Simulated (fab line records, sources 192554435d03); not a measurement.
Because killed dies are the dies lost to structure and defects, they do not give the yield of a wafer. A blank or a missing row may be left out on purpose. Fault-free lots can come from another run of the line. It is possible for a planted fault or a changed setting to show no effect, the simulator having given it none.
Matching of chambers	flow n5Finfet	N5_BEOL_M8_ETCH_62 on rieDiel-06 has 4 sister chambers
The step etches SOC in N2/H2, target depth 110 nm, overetch 22 nm, time 165 s. 4 wafers are shown with their chamber, then 11 later ones without.

## EACH WAFER AND ITS CHAMBER
wafer	chamber	drypumpMotorCurrentA (A)
L076.5	3	5.5
L085.3	1	4.9
L084.5	0	5.6
L089.4	2	6.6

## WAFERS WITH NO CHAMBER GIVEN
wafer	drypumpMotorCurrentA (A)
L089.5	4.9
L089.6	6.6
L090.1	6.6
L090.3	5.6
L090.5	5.6
L091.3	4.9
L091.5	5.6
L091.6	5.5
L093.2	4.9
L093.3	6.6
L093.5	5.4

## WHICH CHAMBER EACH WENT THROUGH
wafer	from the rows above	in truth
L089.5	1	1
L089.6	2	2
L090.1	2	2
L090.3	0	0
L090.5	0	0
L091.3	1	1
L091.5	0	0
L091.6	3	3
L093.2	1	1
L093.3	2	2
L093.5	3	3
11 of 11 placed correctly. Left unplaced by these rows: 0. Wrongly placed: 0.
How it was worked out, from the rows above alone: a wafer's distance from a chamber is the root of the sum, over the readings, of the square of ((its reading less the chamber's mean) divided by the reading's scatter). The wafer belongs to the nearest chamber; if the next one is less than 2 further off, it can't be placed. For every chamber, the mean is computed from those of its wafers that are shown. The scatter (one wafer shown for each chamber): square how far every hidden wafer sits from the nearest shown wafer, average those squares and take the square root.
